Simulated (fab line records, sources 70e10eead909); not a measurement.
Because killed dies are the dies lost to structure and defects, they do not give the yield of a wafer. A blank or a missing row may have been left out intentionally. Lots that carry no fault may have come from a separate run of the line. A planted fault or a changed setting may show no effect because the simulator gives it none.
Matching of chambers -- flow nandHarc -- NHARC_A_STAIRCASE_ETCHBACK_422 on rieDiel-10 has 4 sister chambers
The step etches the open film in CH3F/O2, target depth 40 nm, time 74.286 s. 8 wafers are shown with their chamber, then 9 later ones without.

== EACH WAFER AND ITS CHAMBER ==
wafer,chamber,showerheadPlenumPTorr (Torr),drypumpMotorCurrentA (A)
L085.2,2,2.65,5.5
L088.3,3,2.47,6.2
L088.6,1,2.37,6.1
L089.2,3,2.47,6.2
L089.3,2,2.64,5.5
L091.3,0,2.41,6.2
L091.4,1,2.37,6.2
L091.5,0,2.41,6.3

== WAFERS MISSING THEIR CHAMBER ==
wafer,showerheadPlenumPTorr (Torr),drypumpMotorCurrentA (A)
L092.3,2.40,6.3
L092.4,2.47,6.2
L092.5,2.47,6.2
L095.1,2.64,5.5
L095.4,2.36,6.1
L095.5,2.46,6.2
L097.1,2.63,5.5
L097.3,2.40,6.3
L097.5,2.46,6.1

== CHAMBER TAKEN BY EACH ==
wafer,from the rows above,in truth
L092.3,0,0
L092.4,3,3
L092.5,3,3
L095.1,2,2
L095.4,1,1
L095.5,3,3
L097.1,2,2
L097.3,0,0
L097.5,3,3
9 of 9 placed correctly. Can't be placed from these rows: 0. Placed wrongly: 0.
How it was worked out, from the rows above alone: a wafer's distance from a chamber is the root of the sum, over the readings, of the square of ((its reading less the chamber's mean) divided by the reading's scatter). If the next closest chamber is less than 2 further off than the closest, the wafer can't be placed; otherwise it belongs to the closest. For every chamber, the mean is computed from those of its wafers that are shown. The scatter is the square root of a quotient: the sum, over the shown wafers, of each reading's squared deviation from its chamber's mean, divided by wafers minus chambers.
